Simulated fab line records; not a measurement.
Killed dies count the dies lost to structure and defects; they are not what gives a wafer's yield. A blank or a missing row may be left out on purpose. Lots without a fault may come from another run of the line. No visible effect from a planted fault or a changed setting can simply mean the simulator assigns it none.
Matching of chambers / flow n5-finfet / 3 sister chambers for N5_GATE_CUT_PECVD_57 on pecvd-04
The step deposits SiNx from SiH4/NH3/N2, target thk 21 nm. 6 wafers are shown with their chamber, then 9 later ones without.

== WAFERS WITH THEIR CHAMBER ==
wafer=L079.1; chamber=2; showerhead-plenum-p-Torr (Torr)=5.08; throttle-valve-pct (%)=38.6
wafer=L082.5; chamber=1; showerhead-plenum-p-Torr (Torr)=5.03; throttle-valve-pct (%)=40.0
wafer=L082.6; chamber=0; showerhead-plenum-p-Torr (Torr)=5.15; throttle-valve-pct (%)=39.0
wafer=L084.1; chamber=0; showerhead-plenum-p-Torr (Torr)=5.13; throttle-valve-pct (%)=39.0
wafer=L084.2; chamber=2; showerhead-plenum-p-Torr (Torr)=5.08; throttle-valve-pct (%)=38.8
wafer=L084.3; chamber=1; showerhead-plenum-p-Torr (Torr)=5.04; throttle-valve-pct (%)=39.5

== WAFERS WHOSE CHAMBER IS MISSING ==
wafer=L087.3; showerhead-plenum-p-Torr (Torr)=5.08; throttle-valve-pct (%)=38.8
wafer=L087.4; showerhead-plenum-p-Torr (Torr)=5.08; throttle-valve-pct (%)=39.0
wafer=L087.5; showerhead-plenum-p-Torr (Torr)=5.05; throttle-valve-pct (%)=40.0
wafer=L093.3; showerhead-plenum-p-Torr (Torr)=5.15; throttle-valve-pct (%)=39.1
wafer=L093.4; showerhead-plenum-p-Torr (Torr)=5.15; throttle-valve-pct (%)=38.9
wafer=L093.5; showerhead-plenum-p-Torr (Torr)=5.07; throttle-valve-pct (%)=38.7
wafer=L096.1; showerhead-plenum-p-Torr (Torr)=5.06; throttle-valve-pct (%)=38.9
wafer=L096.2; showerhead-plenum-p-Torr (Torr)=5.05; throttle-valve-pct (%)=39.7
wafer=L096.6; showerhead-plenum-p-Torr (Torr)=5.15; throttle-valve-pct (%)=39.0

== THE CHAMBER EACH PASSED THROUGH ==
wafer=L087.3; from the rows above=2; in truth=2
wafer=L087.4; from the rows above=2; in truth=2
wafer=L087.5; from the rows above=1; in truth=1
wafer=L093.3; from the rows above=0; in truth=0
wafer=L093.4; from the rows above=0; in truth=0
wafer=L093.5; from the rows above=2; in truth=2
wafer=L096.1; from the rows above=2; in truth=2
wafer=L096.2; from the rows above=1; in truth=1
wafer=L096.6; from the rows above=0; in truth=0
9 of 9 placed correctly. Not placeable from these rows: 0. Placed wrongly: 0.
How it was worked out, from the rows above alone: a wafer's distance from a chamber is the root of the sum, over the readings, of the square of ((its reading less the chamber's mean) divided by the reading's scatter). If the next closest chamber is less than 2 further off than the closest, the wafer can't be placed; otherwise it belongs to the closest. Each chamber's mean is taken over the wafers shown for it. The scatter: the root of (the sum of the squares of (reading less its chamber's mean) over the shown wafers, divided by (wafers less chambers)).
